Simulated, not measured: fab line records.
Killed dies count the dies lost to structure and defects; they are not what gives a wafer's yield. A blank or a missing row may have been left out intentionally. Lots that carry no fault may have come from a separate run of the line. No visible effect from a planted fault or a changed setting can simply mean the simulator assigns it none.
Problem report, 8D (eight disciplines) form, completed by code :: flow n5-finfet :: the parts of the form that need people (team, actions taken, sign-off) are left out

1. THE PROBLEM
killed-at-contacts at N5_PASSIVATION_PROBE_49 reads a mean of 1068 on 1 wafer of 1 lot; wafers without a fault read 13 with a standard deviation of 6.2. That is +99 or more standard deviations from the usual mean.
First seen on wafer L361.6, day 15 22:07, on prober-02. The record holds 5 wafers of 2 lots with a number at this step. The rule behind "out" and "out of limits": a value lying over 4 standard deviations away from the usual mean. Any other wafer with a number is counted as sound.

2. WHAT THIS IS AND IS NOT
question: which readings at this step
is: killed-at-contacts, defect-limited-yield, killed-dies, killed-on-rim, sort_bin_5_function, sort-n-pass, sort-yield-pct
is not: killed_at_M4_up, killed-at-front-end, killed-at-other, killed-open, killed-short, sort_bin_6_memory, sort_bin_8_speed

question: which lots
is: L361
is not: L370

question: which wafers of those lots
is: L361.6
is not: L361.2

question: read on which tools
is: prober-02
is not: prober-01

question: when
is: from day 15 22:07
is not: up to then (1 sound wafer); but 3 sound wafers of L370 came after

3. WHAT RULES OUT EACH SUSPECT
Counting: if a tool at a process step up to the reading ran every lot that is out, it stays a suspect. Sound lots after the first of them don't rule it out here, since some wafers of a struck lot are sound.
- rie-diel-06 at N5_MOL_CONTACT_COAG_ETCH_48 (etches SiOC in C4F6/O2, target depth 15 nm, overetch 4.5 nm, time 17 s): kept. It ran the lot that is out, L361 (day 7 14:02).
- pvd-sputter-03 at N5_MIM_BOT_DEGAS_01 (time 60 s): kept. It ran the lot that is out, L361 (day 15 07:26).
- rie-metal-02 at N5_MIM_BOT_ETCH_ETCH_00 (etches TiN in Cl2/BCl3, target depth 45.5 nm): kept. It ran the lot that is out, L361 (day 15 12:52).
- prober-02 at N5_PASSIVATION_PROBE_49: kept. It ran the lot that is out, L361 (day 15 21:55). Its own readings are out on those wafers: defect-limited-yield, killed-at-contacts, killed-dies, killed-on-rim, sort_bin_5_function, sort-n-pass, sort-yield-pct.
- Within rie-diel-06 at N5_MOL_CONTACT_COAG_ETCH_48, the wafers that are out were processed in chamber 2 and their sound lot-mates in chamber 0.
Left after counting: rie-diel-06 at N5_MOL_CONTACT_COAG_ETCH_48, pvd-sputter-03 at N5_MIM_BOT_DEGAS_01, rie-metal-02 at N5_MIM_BOT_ETCH_ETCH_00, prober-02 at N5_PASSIVATION_PROBE_49.

4. THE CAUSE (what the simulator had put in)
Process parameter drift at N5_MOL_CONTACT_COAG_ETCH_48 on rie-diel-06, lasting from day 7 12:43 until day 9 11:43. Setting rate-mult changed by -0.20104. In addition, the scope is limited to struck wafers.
4 suspects survive the count, and this tool is in that group.

5. SEQUENCE OF EFFECTS, ordered by route
Each row: a reading where the mean over the struck wafers with a number is more than 3 standard deviations away from the usual. Readings are gone through only where the record gives a usual standard deviation; hours: the median, over the lots, of the time from a lot's start at the first step in this table giving one to that lot's start at this step; sigmas: the change measured in usual standard deviations.
hours: 0
step: N5_PASSIVATION_PROBE_49
reading: defect-limited-yield
usual: 91.4 %
on struck wafers: 0.0
change: -91.4
sigmas: -61

hours: 0
step: N5_PASSIVATION_PROBE_49
reading: killed-at-contacts
usual: 13
on struck wafers: 1068
change: +1055
sigmas: +99 or more

hours: 0
step: N5_PASSIVATION_PROBE_49
reading: killed-dies
usual: 102
on struck wafers: 1180
change: +1078
sigmas: +63

hours: 0
step: N5_PASSIVATION_PROBE_49
reading: killed-on-rim
usual: 13
on struck wafers: 152
change: +139
sigmas: +37

hours: 0
step: N5_PASSIVATION_PROBE_49
reading: sort_bin_5_function
usual: 5.1 %
on struck wafers: 95.9
change: +90.8
sigmas: +96

hours: 0
step: N5_PASSIVATION_PROBE_49
reading: sort-n-pass
usual: 1078
on struck wafers: 0
change: -1078
sigmas: -60

hours: 0
step: N5_PASSIVATION_PROBE_49
reading: sort-yield-pct
usual: 91.3 %
on struck wafers: 0.0
change: -91.3
sigmas: -61
Here are the process steps it includes:
- N5_PASSIVATION_PROBE_49

6. WHAT WOULD HAVE CAUGHT IT SOONER
First out-of-limits reading in this record: day 15 22:07, which is 201 hours after fault onset at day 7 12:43.
Of the tool readings at N5_MOL_CONTACT_COAG_ETCH_48 for which the record gives a usual standard deviation, none was out on any struck wafer, so an alarm limit of 4 standard deviations on them would not have fired.
Lots out: 1; all had begun N5_MOL_CONTACT_COAG_ETCH_48 on rie-diel-06 by day 15 22:07. None of them would have been spared by holding the tool at that moment.
